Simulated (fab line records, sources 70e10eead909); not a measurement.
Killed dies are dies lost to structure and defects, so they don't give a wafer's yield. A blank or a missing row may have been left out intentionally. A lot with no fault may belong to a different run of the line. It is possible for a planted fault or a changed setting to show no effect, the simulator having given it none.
Matching of chambers	flow nand_harc	4 sister chambers for NHARC_A_STAIRCASE_ETCHBACK_422 on rie_diel-12
The step etches the open film in CH3F/O2, target depth 40 nm, time 74.286 s. 24 wafers are shown with their chamber, then 12 later ones without.

WAFERS, EACH WITH ITS CHAMBER
wafer	chamber	showerhead_plenum_p_Torr (Torr)	drypump_motor_current_A (A)	rf_vpp_V (V)
L074.2	0	2.65	5.2	247.0
L074.3	3	2.30	6.0	242.6
L074.5	2	2.30	6.2	241.3
L076.1	1	2.37	6.0	243.8
L076.3	2	2.30	6.2	242.3
L076.6	0	2.64	5.1	246.0
L079.1	3	2.30	6.0	243.1
L079.5	2	2.30	6.2	240.4
L079.6	0	2.64	5.2	246.2
L080.4	3	2.30	6.0	241.3
L080.5	0	2.64	5.1	247.1
L080.6	1	2.37	6.0	243.3
L083.1	2	2.30	6.2	241.7
L083.2	0	2.64	5.1	246.1
L083.6	1	2.37	6.1	242.8
L082.1	3	2.30	6.0	243.7
L082.4	0	2.64	5.2	247.8
L082.5	3	2.30	6.0	242.1
L081.3	0	2.64	5.1	246.1
L081.4	1	2.37	6.0	243.1
L081.6	3	2.30	6.0	241.4
L091.4	2	2.29	6.2	242.8
L091.5	1	2.36	6.1	242.8
L091.6	2	2.29	6.2	239.8

SIGNATURES (means of the wafers above)
reading	chamber 0	chamber 1	chamber 2	chamber 3	scatter within a chamber
showerhead_plenum_p_Torr	2.6414	2.3680	2.2967	2.3000	0.00387
drypump_motor_current_A	5.143	6.040	6.200	6.000	0.0382
rf_vpp_V	246.614	243.160	241.383	242.367	0.852
Rule: distance of a wafer from a chamber = root of the sum over the readings of ((wafer's reading minus chamber's mean) / reading's scatter) squared. If the next closest chamber is less than 2 further off than the closest, the wafer can't be placed; otherwise it belongs to the closest. The scatter is the square root of a quotient: the sum, over the shown wafers, of each reading's squared deviation from its chamber's mean, divided by wafers minus chambers.

WAFERS MISSING THEIR CHAMBER
wafer	showerhead_plenum_p_Torr (Torr)	drypump_motor_current_A (A)	rf_vpp_V (V)
L093.1	2.63	5.1	246.6
L093.3	2.29	5.9	242.0
L093.4	2.36	6.0	241.9
L094.4	2.36	6.0	244.4
L094.5	2.29	6.0	240.7
L094.6	2.29	6.2	242.1
L097.1	2.29	6.0	243.2
L097.3	2.29	6.2	241.5
L097.6	2.29	6.2	242.5
L096.1	2.62	5.1	246.7
L096.2	2.28	6.2	242.2
L096.4	2.29	6.0	240.5

WHICH CHAMBER EACH WENT THROUGH
wafer	from the rows above	in truth
L093.1	0	0
L093.3	3	3
L093.4	1	1
L094.4	1	1
L094.5	3	3
L094.6	2	2
L097.1	3	3
L097.3	2	2
L097.6	2	2
L096.1	0	0
L096.2	2	2
L096.4	3	3
Correctly placed: 12 of 12. Left unplaced by these rows: 0. Placed wrongly: 0.
